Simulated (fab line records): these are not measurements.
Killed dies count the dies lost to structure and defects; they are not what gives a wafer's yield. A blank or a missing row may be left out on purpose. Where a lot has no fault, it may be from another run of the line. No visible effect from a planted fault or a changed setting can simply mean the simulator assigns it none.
fab line records	flow n5-finfet	part 1 of 2: steps 1 to 3 of 6
[record] lots = 22	wafers = 66	last-day = 20
route steps=1938 shown BEOL_M4@1060
lots with no fault: from the same line, run without faults
start-h: start of the lot's first displayed wafer, in hours after the record's first day	wait-h: how many hours have passed since the lot's step before this one	" the same as in the row above	L1.1+2: one row covering several wafers at once	- no value present, or no start provided	* or withheld: withheld	< > ~ a bound
route shown NAME@n: names a module that has steps shown in the file, with the first one's number in the route	usual: mean/standard deviation of fault-free wafers	same: alike in all rows	chamber/n: place in a boat	sites: readings site by site	_std_site: the values' standard deviation	_edge_site: inner sites' mean taken away from outer sites' mean	radius-mm: how far each site lies from the wafer's centre	mask NAME#n: copy n	behind: tool/chamber where the wafer was last shaped	hold: the reason the lot was held/the length of the hold in hours/how it ended	device: the n, p or np transistor that did not switch	end of line: the same wafers' tests at the end of the route	a step given without rows: its recipe and nothing more	killed: dies that structure and defects cost at the first sort, which is not the same as the wafer's yield	map: per-die view of a wafer (x killed, . not killed, _ where there is no die)
set.NAME: the setting that was run; set.NAME@STEP: the one run at that earlier step	model.NAME: the simulator's own value behind a step, which no gauge read
one table for each step of the route and one row for each wafer, over a sample of lots
services: a tool's chamber out of use, with start hour (start-h, from the record's first day; less than 0 if before it), hours out, and reason
[[steps]]
[step N5_BEOL_M4_ETCH_77]
[recipe] chemistry = N2/H2	target = underlayer	target-depth-a = 65	mask-material = CAR-EUV	time-s = 5.2	ion-energy-ev = 200	pressure-mtorr = 30	source-w = 840	bias-w = 150	n2-flow-sccm = 200	h2-flow-sccm = 200	ends = cleared
[usual] drypump-motor-current-A = 5.8/0.52	etch-rf-on-time-s = 5.17/0.13	oes-product-au = 0.66/0.092	rf-fwd-power-W = 819.5/2.4	rf-vpp-V = 524.3/3	showerhead-plenum-p-Torr = 2.56/0.099	throttle-valve-pct = 17.8/0.35
lot.wafer	tool	chamber	start-h	wait-h	drypump-motor-current-A	etch-rf-on-time-s	oes-product-au	rf-fwd-power-W	rf-hours-counter-h	rf-vpp-V	showerhead-plenum-p-Torr	throttle-valve-pct
L078.1	rie-diel-06	0	198.80	0.0	5.9	5.21	0.62	817.3	194	528.0	2.63	18.0
L078.3	"	1	"	"	5.2	5.07	0.60	820.7	203	526.6	2.62	17.8
L078.5	"	0	"	"	5.9	5.18	0.62	819.2	-	527.4	2.63	18.1
L074.2	rie-diel-02	1	200.65	0.0	5.5	5.29	0.61	819.7	217	524.9	2.53	18.3
L074.3	"	2	"	"	5.2	5.12	0.58	818.0	247	522.6	2.48	17.8
L074.4	"	0	"	"	6.1	5.00	0.81	818.1	21	527.5	2.71	17.2
L075.1	rie-diel-03	3	210.22	0.0	6.1	5.37	0.56	817.2	242	519.1	2.40	17.8
L075.4	"	2	"	"	5.6	5.39	0.61	817.5	187	518.0	2.42	17.8
L075.5	"	0	"	"	4.9	5.04	0.80	816.6	-	521.0	2.50	17.4
L080.2	rie-diel-03	1	213.27	0.0	5.9	4.94	0.67	818.3	170	525.9	2.64	18.5
L080.4	"	2	"	"	5.7	5.39	0.61	820.5	189	519.8	2.42	17.8
L080.6	"	2	"	"	5.7	5.32	0.61	818.4	-	521.0	2.42	17.8
L079.3	rie-diel-03	0	214.84	0.0	4.9	4.95	0.81	820.8	10	523.4	2.50	17.4
L079.4	"	2	"	"	5.7	5.30	0.60	823.5	189	520.9	2.42	17.9
L079.6	"	2	"	"	5.6	5.33	0.60	827.5	-	520.8	2.42	17.8
L081.2	rie-diel-06	3	225.69	0.0	6.8	5.31	0.58	818.1	237	526.7	2.61	17.9
L081.3	"	0	"	"	5.9	5.18	0.61	819.6	203	526.2	2.63	18.1
L081.5	"	0	"	"	5.9	5.23	0.61	821.6	-	525.6	2.63	18.1
L082.1	rie-diel-06	3	226.07	0.0	6.8	5.26	0.58	816.9	237	527.6	2.61	17.9
L082.4	"	0	"	"	5.9	5.18	0.61	819.0	203	526.0	2.63	18.1
L082.6	"	1	"	"	5.2	5.09	0.59	819.7	-	525.3	2.62	17.8
L083.1	rie-diel-03	0	227.76	0.0	4.9	5.04	0.79	817.7	14	522.1	2.50	17.4
L083.2	"	1	"	"	6.0	4.99	0.66	820.0	176	525.8	2.64	18.5
L083.6	"	0	"	"	4.9	5.02	0.80	816.3	-	521.0	2.50	17.4
L086.2	rie-diel-06	1	263.61	0.0	5.2	5.09	0.57	819.4	222	527.6	2.61	17.8
L086.3	"	0	"	"	5.9	5.19	0.61	820.5	214	525.2	2.62	18.1
L086.4	"	3	"	"	6.8	5.35	0.57	821.3	248	524.0	2.61	18.0
L084.2	rie-diel-03	0	275.43	0.0	4.9	5.06	0.74	817.8	36	522.6	2.49	17.5
L084.4	"	1	"	"	5.9	5.03	0.63	822.4	198	527.6	2.63	18.5
L084.5	"	3	"	"	6.1	5.22	0.85	819.0	-	529.5	2.71	17.4
L085.1	rie-diel-06	0	276.47	0.0	5.9	5.29	0.61	820.8	220	524.4	2.62	18.1
L085.3	"	1	"	"	5.2	5.20	0.58	816.7	228	527.8	2.61	17.8
L085.6	"	2	"	"	6.2	5.35	0.57	820.1	-	529.6	2.62	18.1
L087.3	rie-diel-02	2	280.44	0.0	5.2	5.02	0.81	821.9	16	521.4	2.47	17.5
L087.4	"	2	"	"	5.2	5.00	0.81	820.3	-	523.8	2.47	17.5
L087.5	"	0	"	"	6.1	5.14	0.75	818.5	-	526.9	2.69	17.2
L088.3	rie-diel-03	2	283.32	0.0	5.6	5.45	0.58	815.5	215	522.7	2.41	17.9
L088.5	"	2	"	"	5.6	5.43	0.58	816.6	-	520.2	2.41	17.9
L088.6	"	1	"	"	5.9	5.06	0.65	819.0	-	526.2	2.63	18.5
L089.1	rie-diel-06	2	284.55	0.0	6.2	5.28	0.56	821.2	253	527.6	2.61	18.1
L089.3	"	0	"	"	5.9	5.23	0.60	822.2	224	525.4	2.62	18.1
L089.4	"	0	"	"	5.9	5.17	0.61	819.1	-	526.0	2.62	18.1
L091.3	rie-diel-03	2	285.75	0.0	5.6	5.35	0.59	820.0	216	521.7	2.41	17.9
L091.4	"	1	"	"	6.0	5.03	0.64	816.5	202	526.2	2.63	18.5
L091.5	"	0	"	"	4.9	5.05	0.74	817.8	-	522.1	2.49	17.5
L090.1	rie-diel-02	3	292.43	0.0	6.4	5.24	0.59	818.7	224	519.9	2.42	17.7
L090.2	"	2	"	"	5.2	4.95	0.79	819.9	20	520.9	2.47	17.5
L090.6	"	3	"	"	6.4	5.19	0.60	821.7	-	520.8	2.42	17.7
L093.3	rie-diel-06	0	294.28	0.0	5.9	5.31	0.61	824.5	228	526.8	2.62	18.1
L093.5	"	0	"	"	5.9	5.29	0.60	822.3	-	527.9	2.62	18.1
L093.6	"	3	"	"	6.8	5.40	0.80	817.9	-	524.8	2.61	17.5
L092.1	rie-diel-02	1	297.97	0.0	5.5	5.24	0.82	817.5	1	522.2	2.51	18.0
L092.3	"	3	"	"	6.3	5.22	0.60	819.9	226	519.3	2.42	17.7
L092.6	"	2	"	"	5.2	5.00	0.80	817.9	-	523.2	2.47	17.5
L094.2	rie-diel-03	2	299.14	0.0	5.6	5.42	0.57	814.5	221	518.0	2.40	17.9
L094.3	"	3	"	"	6.1	5.22	0.82	819.6	10	527.7	2.71	17.4
L094.6	"	2	"	"	5.6	5.43	0.58	819.5	-	517.7	2.40	17.9
L095.1	rie-diel-06	1	313.48	0.0	5.3	5.08	0.58	824.0	244	524.4	2.60	17.9
L095.2	"	3	"	"	6.8	5.29	0.78	816.7	11	524.4	2.60	17.6
L095.3	"	0	"	"	5.9	5.19	0.61	819.9	237	524.7	2.61	18.1
L096.1	rie-diel-02	3	317.64	0.0	6.4	5.15	0.59	817.6	233	518.8	2.41	17.7
L096.2	"	2	"	"	5.2	4.99	0.77	816.7	29	522.5	2.47	17.6
L096.4	"	1	"	"	5.5	5.16	0.80	819.7	9	522.9	2.51	18.0
L097.3	rie-diel-02	0	346.95	0.0	6.1	5.04	0.72	818.2	78	526.5	2.68	17.3
L097.5	"	1	"	"	5.5	5.16	0.77	818.2	-	521.8	2.50	18.0
L097.6	"	0	"	"	6.1	5.00	0.73	820.2	-	527.8	2.68	17.3
[step N5_BEOL_M4_STRIP_36]
[recipe] chemistry = N2/H2	power-w = 450	temp-c = 40	pressure-mtorr = 20	rf-frequency-hz = 6e+07	overash-fraction = 0.3	bias-power-w = 7	h2-frac = 0.5	n2-flow-sccm = 200	h2-flow-sccm = 200
[usual] drypump-motor-current-A = 5.8/0.5	oes-product-au = 0.79/0.11	rf-vpp-V = 59.1/1.6	showerhead-plenum-p-Torr = 2.54/0.11	throttle-valve-pct = 23.6/0.45
lot.wafer	tool	chamber	start-h	wait-h	drypump-motor-current-A	oes-product-au	rf-hours-counter-h	rf-vpp-V	showerhead-plenum-p-Torr	throttle-valve-pct
L078.1	rie-diel-03	0	214.45	0.0	4.9	0.94	10	56.4	2.50	23.2
L078.3	"	2	"	"	5.6	0.72	189	56.4	2.41	23.6
L078.5	"	0	"	"	4.9	0.93	-	58.6	2.50	23.2
L074.2	rie-diel-02	1	215.72	0.0	5.5	0.70	223	58.6	2.52	24.1
L074.3	"	3	"	"	6.4	0.72	192	59.4	2.43	23.4
L074.4	"	3	"	"	6.4	0.74	-	57.0	2.43	23.4
L075.1	rie-diel-03	0	223.29	0.0	4.9	0.92	13	60.3	2.49	23.2
L075.4	"	1	"	"	6.0	0.77	175	60.3	2.64	24.4
L075.5	"	1	"	"	5.9	0.76	-	61.9	2.64	24.4
L080.2	rie-diel-03	3	225.91	0.0	6.1	0.66	247	61.6	2.39	23.4
L080.4	"	2	"	"	5.7	0.70	194	58.4	2.41	23.6
L080.6	"	3	"	"	6.1	0.67	-	59.0	2.39	23.4
L079.3	rie-diel-02	0	226.15	0.0	6.1	0.89	31	57.9	2.70	22.9
L079.4	"	0	"	"	6.1	0.91	-	58.4	2.70	23.0
L079.6	"	1	"	"	5.5	0.70	-	60.3	2.52	24.1
L081.2	rie-diel-02	1	248.09	0.0	5.5	0.70	237	59.2	2.51	24.1
L081.3	"	2	"	"	5.2	0.99	3	58.6	2.47	23.4
L081.5	"	1	"	"	5.5	0.70	-	57.2	2.51	24.1
L082.1	rie-diel-06	3	248.81	0.0	6.8	0.70	243	62.7	2.61	23.7
L082.4	"	1	"	"	5.3	0.68	218	61.1	2.61	23.4
L082.6	"	1	"	"	5.2	0.68	-	57.8	2.61	23.4
L083.1	rie-diel-03	1	251.12	0.0	5.9	0.74	187	57.6	2.63	24.4
L083.2	"	0	"	"	4.9	0.90	25	59.5	2.49	23.2
L083.6	"	1	"	"	6.0	0.74	-	58.0	2.63	24.4
L086.2	rie-diel-03	3	274.79	0.0	6.1	1.01	1	59.1	2.71	23.1
L086.3	"	1	"	"	5.9	0.74	197	59.6	2.63	24.5
L086.4	"	0	"	"	4.9	0.87	35	58.6	2.48	23.2
L084.2	rie-diel-02	3	278.63	0.0	6.4	0.70	219	59.8	2.41	23.4
L084.4	"	0	"	"	6.1	0.87	52	59.3	2.69	23.0
L084.5	"	3	"	"	6.4	0.70	-	60.2	2.42	23.4
L085.1	rie-diel-06	2	282.93	0.0	6.2	0.67	253	59.8	2.61	24.0
L085.3	"	1	"	"	5.2	0.66	231	57.9	2.60	23.4
L085.6	"	1	"	"	5.3	0.67	-	63.3	2.60	23.4
L087.3	rie-diel-02	0	286.44	0.0	6.1	0.86	55	57.5	2.69	22.9
L087.4	"	0	"	"	6.1	0.88	-	59.4	2.69	23.0
L087.5	"	2	"	"	5.2	0.93	-	59.0	2.47	23.4
L088.3	rie-diel-02	3	295.57	0.0	6.4	0.70	224	60.4	2.41	23.5
L088.5	"	0	"	"	6.1	0.86	-	60.0	2.69	23.0
L088.6	"	2	"	"	5.2	0.92	-	58.1	2.47	23.4
L089.1	rie-diel-02	1	300.79	0.0	5.5	0.96	3	59.7	2.51	23.9
L089.3	"	3	"	"	6.4	0.70	226	56.4	2.41	23.5
L089.4	"	0	"	"	6.1	0.87	60	60.2	2.69	23.0
L091.3	rie-diel-06	0	304.11	0.0	5.9	0.70	232	57.9	2.61	23.9
L091.4	"	0	"	"	5.9	0.70	-	59.8	2.61	23.9
L091.5	"	1	"	"	5.2	0.67	-	58.8	2.60	23.4
L090.1	rie-diel-03	2	304.12	0.0	5.6	0.70	222	57.2	2.40	23.6
L090.2	"	3	"	"	6.1	0.96	11	60.2	2.70	23.1
L090.6	"	0	"	"	4.9	0.86	-	59.0	2.48	23.2
L093.3	rie-diel-03	0	312.76	0.0	4.9	0.84	49	60.8	2.48	23.2
L093.5	"	2	"	"	5.6	0.70	-	59.8	2.40	23.6
L093.6	"	1	"	"	5.9	0.73	-	59.0	2.62	24.5
L094.2	rie-diel-03	3	317.57	0.0	6.1	0.94	17	58.5	2.70	23.1
L094.3	"	0	"	"	4.8	0.85	51	58.9	2.48	23.2
L094.6	"	0	"	"	4.9	0.84	-	61.6	2.48	23.2
L092.1	rie-diel-06	0	318.06	0.0	5.9	0.70	238	57.9	2.61	24.0
L092.3	"	2	"	"	6.2	0.98	3	58.1	2.61	23.8
L092.6	"	1	"	"	5.2	0.67	-	58.8	2.60	23.4
L095.1	rie-diel-03	1	346.44	0.0	5.9	0.71	221	58.5	2.62	24.5
L095.2	"	3	"	"	6.1	0.93	26	59.3	2.70	23.1
L095.3	"	0	"	"	4.9	0.85	59	59.1	2.48	23.2
L096.1	rie-diel-02	3	350.32	0.0	6.4	0.68	244	58.9	2.40	23.5
L096.2	"	1	"	"	5.5	0.90	20	58.9	2.50	24.0
L096.4	"	2	"	"	5.2	0.87	39	58.1	2.46	23.4
L097.3	rie-diel-03	3	376.06	0.0	6.1	0.91	36	61.3	2.69	23.1
L097.5	"	2	"	"	5.6	0.68	-	59.4	2.39	23.7
L097.6	"	1	"	"	5.9	0.72	-	60.5	2.61	24.4
[step N5_BEOL_M4_ETCH_41]
[recipe] chemistry = CH3F/O2	target = SiCN	target-depth-a = 299	taper-deg = 2	time-s = 52.5	ion-energy-ev = 120	mask-material = TiN	pressure-mtorr = 30	source-w = 395	bias-w = 75	Ar_flow_sccm = 150	CH3F_flow_sccm = 30	O2_flow_sccm = 20
[usual] CH3F_flow_sccm = 29.99/0.092	drypump-motor-current-A = 5.7/0.5	oes-product-au = 0.79/0.11	rf-fwd-power-W = 391.2/1.5	rf-vpp-V = 297.4/1.9	showerhead-plenum-p-Torr = 2.00/0.088	throttle-valve-pct = 16.3/0.33
lot.wafer	tool	chamber	start-h	wait-h	CH3F_flow_sccm	drypump-motor-current-A	oes-product-au	rf-fwd-power-W	rf-hours-counter-h	rf-vpp-V	showerhead-plenum-p-Torr	throttle-valve-pct
L078.1	rie-diel-03	0	-	-	30.07	4.9	0.93	389.2	10	296.9	1.97	15.9
L078.3	"	2	"	"	30.15	5.6	0.71	391.6	189	295.9	1.89	16.3
L078.5	"	0	"	"	29.95	4.9	0.94	389.3	-	296.3	1.97	15.9
L074.2	rie-diel-02	1	-	-	29.95	5.5	0.70	389.7	223	296.2	1.97	16.7
L074.3	"	3	"	"	30.02	6.3	0.71	391.6	192	295.2	1.90	16.1
L074.4	"	3	"	"	29.89	6.4	0.72	390.8	-	295.4	1.90	16.1
L075.1	rie-diel-03	0	-	-	30.21	4.8	0.94	391.2	13	295.0	1.96	15.9
L075.4	"	1	"	"	30.06	6.0	0.77	391.8	175	297.7	2.09	16.8
L075.5	"	1	"	"	30.07	5.9	0.77	390.5	-	297.4	2.09	16.8
L080.2	rie-diel-03	3	-	-	29.95	6.1	0.67	391.2	247	296.1	1.88	16.3
L080.4	"	2	"	"	29.91	5.6	0.70	392.9	194	296.0	1.89	16.3
L080.6	"	3	"	"	30.09	6.1	0.67	390.9	-	295.0	1.88	16.3
L079.3	rie-diel-02	0	-	-	30.03	6.1	0.91	391.2	31	301.6	2.13	15.8
L079.4	"	0	"	"	29.99	6.1	0.92	389.9	-	301.9	2.13	15.8
L079.6	"	1	"	"	29.89	5.4	0.71	389.2	-	298.4	1.97	16.7
L081.2	rie-diel-02	1	-	-	30.09	5.5	0.71	388.8	237	296.4	1.96	16.7
L081.3	"	2	"	"	30.01	5.2	0.99	393.9	3	298.3	1.98	16.0
L081.5	"	1	"	"	29.85	5.5	0.70	389.5	-	297.1	1.96	16.7
L082.1	rie-diel-06	3	-	-	29.89	6.7	0.68	392.5	243	298.3	2.06	16.4
L082.4	"	1	"	"	30.09	5.2	0.68	390.8	218	298.8	2.07	16.5
L082.6	"	1	"	"	29.94	5.2	0.69	391.6	-	299.0	2.07	16.4
L083.1	rie-diel-03	1	-	-	29.89	5.9	0.75	390.8	187	298.0	2.08	16.9
L083.2	"	0	"	"	30.00	4.8	0.90	390.7	25	296.3	1.96	16.0
L083.6	"	1	"	"	29.93	5.9	0.75	391.1	-	298.6	2.08	16.8
L086.2	rie-diel-03	3	-	-	30.07	6.1	1.01	389.6	1	299.0	2.13	15.9
L086.3	"	1	"	"	30.07	5.9	0.75	390.8	197	296.7	2.08	16.9
L086.4	"	0	"	"	30.02	4.9	0.88	392.1	35	297.6	1.96	16.0
L084.2	rie-diel-02	3	-	-	30.08	6.3	0.69	389.7	219	294.7	1.89	16.1
L084.4	"	0	"	"	30.13	6.1	0.88	389.8	52	299.0	2.13	15.8
L084.5	"	3	"	"	30.17	6.4	0.69	387.6	-	295.4	1.89	16.1
L085.1	rie-diel-06	2	-	-	29.96	6.2	0.66	394.0	253	298.8	2.04	16.4
L085.3	"	1	"	"	30.02	5.2	0.67	392.7	231	297.5	2.06	16.5
L085.6	"	1	"	"	30.15	5.2	0.67	391.4	-	298.4	2.06	16.5
L087.3	rie-diel-02	0	-	-	29.80	6.1	0.87	389.6	55	299.3	2.13	15.8
L087.4	"	0	"	"	29.82	6.0	0.87	393.2	-	300.0	2.13	15.8
L087.5	"	2	"	"	29.89	5.2	0.93	391.6	-	296.2	1.97	16.1
L088.3	rie-diel-02	3	-	-	30.06	6.4	0.70	391.0	224	294.8	1.89	16.1
L088.5	"	0	"	"	29.90	6.1	0.87	391.2	-	299.6	2.13	15.8
L088.6	"	2	"	"	30.01	5.2	0.93	392.6	-	297.1	1.97	16.1
L089.1	rie-diel-02	1	-	-	29.98	5.5	0.96	389.4	3	296.9	1.96	16.3
L089.3	"	3	"	"	29.94	6.3	0.69	389.5	226	295.6	1.89	16.2
L089.4	"	0	"	"	30.02	6.1	0.86	391.4	60	301.1	2.12	15.8
L091.3	rie-diel-06	0	-	-	30.16	5.9	0.71	393.6	232	298.8	2.04	16.5
L091.4	"	0	"	"	30.04	5.9	0.71	393.4	-	296.4	2.04	16.5
L091.5	"	1	"	"	30.02	5.2	0.68	392.6	-	298.8	2.06	16.5
L090.1	rie-diel-03	2	-	-	29.93	5.6	0.68	394.7	222	294.9	1.88	16.3
L090.2	"	3	"	"	30.09	6.1	0.97	390.8	11	299.7	2.12	15.9
L090.6	"	0	"	"	30.09	4.9	0.86	391.7	-	293.6	1.95	16.0
L093.3	rie-diel-03	0	-	-	29.99	4.9	0.86	391.1	49	296.8	1.95	16.0
L093.5	"	2	"	"	29.98	5.6	0.68	391.3	-	296.1	1.88	16.3
L093.6	"	1	"	"	30.02	5.9	0.74	392.5	-	299.9	2.07	16.9
L094.2	rie-diel-03	3	-	-	29.98	6.1	0.94	391.6	17	300.5	2.12	15.9
L094.3	"	0	"	"	29.90	4.8	0.86	390.7	51	296.4	1.95	16.0
L094.6	"	0	"	"	29.99	4.9	0.86	390.7	-	296.0	1.95	16.0
L092.1	rie-diel-06	0	-	-	30.16	5.9	0.70	394.3	238	299.8	2.03	16.5
L092.3	"	2	"	"	29.82	6.2	0.96	393.4	3	299.1	2.04	16.0
L092.6	"	1	"	"	29.93	5.2	0.67	393.0	-	298.5	2.06	16.5
L095.1	rie-diel-03	1	-	-	30.01	5.9	0.73	389.9	221	299.5	2.07	16.9
L095.2	"	3	"	"	30.01	6.1	0.93	390.7	26	299.7	2.12	15.9
L095.3	"	0	"	"	29.92	4.9	0.86	391.1	59	296.9	1.95	16.0
L096.1	rie-diel-02	3	-	-	29.94	6.3	0.68	390.4	245	295.1	1.88	16.2
L096.2	"	1	"	"	30.03	5.5	0.91	390.5	20	296.8	1.95	16.3
L096.4	"	2	"	"	29.84	5.1	0.89	390.5	39	297.3	1.97	16.1
L097.3	rie-diel-03	3	-	-	30.08	6.1	0.91	390.0	36	298.2	2.11	15.9
L097.5	"	2	"	"	30.13	5.7	0.68	392.2	-	295.2	1.88	16.3
L097.6	"	1	"	"	30.09	5.9	0.73	392.0	-	300.2	2.07	16.9
